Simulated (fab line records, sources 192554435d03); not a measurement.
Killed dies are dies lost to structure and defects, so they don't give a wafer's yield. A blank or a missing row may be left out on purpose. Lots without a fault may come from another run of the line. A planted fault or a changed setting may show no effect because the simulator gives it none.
Split-lot experiment | flow n5_finfet | 7 lots, 21 wafers read, on a route of 1938 steps

THE SPLIT
At N5_FIN_SAQP_EXPOSE_13 (exposes mask FIN CORE, target cd 35.6 nm), the setting dose_mj was moved away from the recipe's 63.25 on 7 of the 21 wafers read, by -4.1% to +4.9%. The other wafers ran this setting at the recipe's value.

FROM THE SPLIT TO THE READING: what the file shows between them, 2 steps
- N5_FIN_SAQP_PEB_14: peb time 60 s
- N5_FIN_SAQP_DEVELOP_15: develop time 30 s

THE READING
cd_nm, in nm, at N5_FIN_SAQP_CD_MEAS_16 (target cd 35.6 nm). Fault-free wafers of this fab line usually give 35.51 nm, standard deviation 0.26 nm.

wafer  | tool, chamber at the split | dose_mj as run | against the recipe | cd_nm, nm | against lot-mates on the recipe
L074.1 | arfi_scanner-03, 0         | 63.25          | recipe             | 35.94     | -
L074.2 | arfi_scanner-03, 0         | 63.25          | recipe             | 35.71     | -
L074.4 | arfi_scanner-03, 0         | 63.25          | recipe             | 35.71     | -
L076.4 | arfi_scanner-01, 0         | 63.25          | recipe             | 35.94     | -
L076.5 | arfi_scanner-01, 0         | 60.66          | -4.1%              | 36.92     | +0.98
L076.6 | arfi_scanner-01, 0         | 60.66          | -4.1%              | 36.89     | +0.95
L078.2 | arfi_scanner-01, 0         | 63.25          | recipe             | 35.04     | -
L078.4 | arfi_scanner-01, 0         | 60.8           | -3.9%              | 36.80     | +1.72
L078.6 | arfi_scanner-01, 0         | 63.25          | recipe             | 35.11     | -
L084.2 | arfi_scanner-02, 0         | 63.25          | recipe             | 35.61     | -
L084.5 | arfi_scanner-02, 0         | 63.25          | recipe             | 35.27     | -
L084.6 | arfi_scanner-02, 0         | 63.25          | recipe             | 35.15     | -
L087.1 | arfi_scanner-02, 0         | 63.25          | recipe             | 35.51     | -
L087.5 | arfi_scanner-02, 0         | 64.69          | +2.3%              | 35.08     | -0.45
L087.6 | arfi_scanner-02, 0         | 63.25          | recipe             | 35.54     | -
L090.1 | arfi_scanner-02, 0         | 63.25          | recipe             | 35.36     | -
L090.3 | arfi_scanner-02, 0         | 63.25          | recipe             | 35.53     | -
L090.6 | arfi_scanner-02, 0         | 61.02          | -3.5%              | 36.15     | +0.70
L095.2 | arfi_scanner-02, 0         | 66.38          | +4.9%              | 34.77     | -0.75
L095.4 | arfi_scanner-02, 0         | 66.38          | +4.9%              | 34.06     | -1.46
L095.6 | arfi_scanner-02, 0         | 63.25          | recipe             | 35.52     | -

THE FIT
A straight line over all 21 wafers: cd_nm changes by -0.263 nm for each +1% of dose_mj; r = -0.91; the points scatter about the line by 0.3 nm.
The same after taking each lot's own level away (the mean of its wafers on the recipe; 21 wafers): -0.251 nm for each +1%; r = -0.93; scatter 0.23 nm.
On that fit, the largest move of dose_mj shifts the reading by 1.2 nm.
The lots' own levels span 35.075 to 35.940 nm, that is 3.3 times the standard deviation above.
So the lot-to-lot level changes the slope little: the two slopes agree.
Check: with one of the wafers moved furthest among these (+4.9%) left out of the fit, the line predicts -1.37 nm for it against its lot-mates. It came out at -0.75 nm against them.

OTHER SPLITS ON THESE WAFERS
These wafers also went through other splits before the reading. Each is held against what the fit with the lots' levels taken away leaves over:
other split on the same wafers            | wafers away from the commonest value | r with cd_nm (lot level and that fit taken away)
N5_ZERO_LAYER_EXPOSE_08 dose_mj           | 7                                    | -0.48
N5_PMOS_HMC_CHANNEL_EPI_EXPOSE_06 dose_mj | 6                                    | +0.11
N5_PMOS_HMC_CHANNEL_EPI_PEB_07 peb_temp_c | 5                                    | -0.12
N5_FIN_SAQP_PECVD_06 time_s               | 6                                    | +0.13

THE FILE'S OWN FIT
cd_nm changes by -0.266 nm for each +1% of dose_mj, r = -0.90.
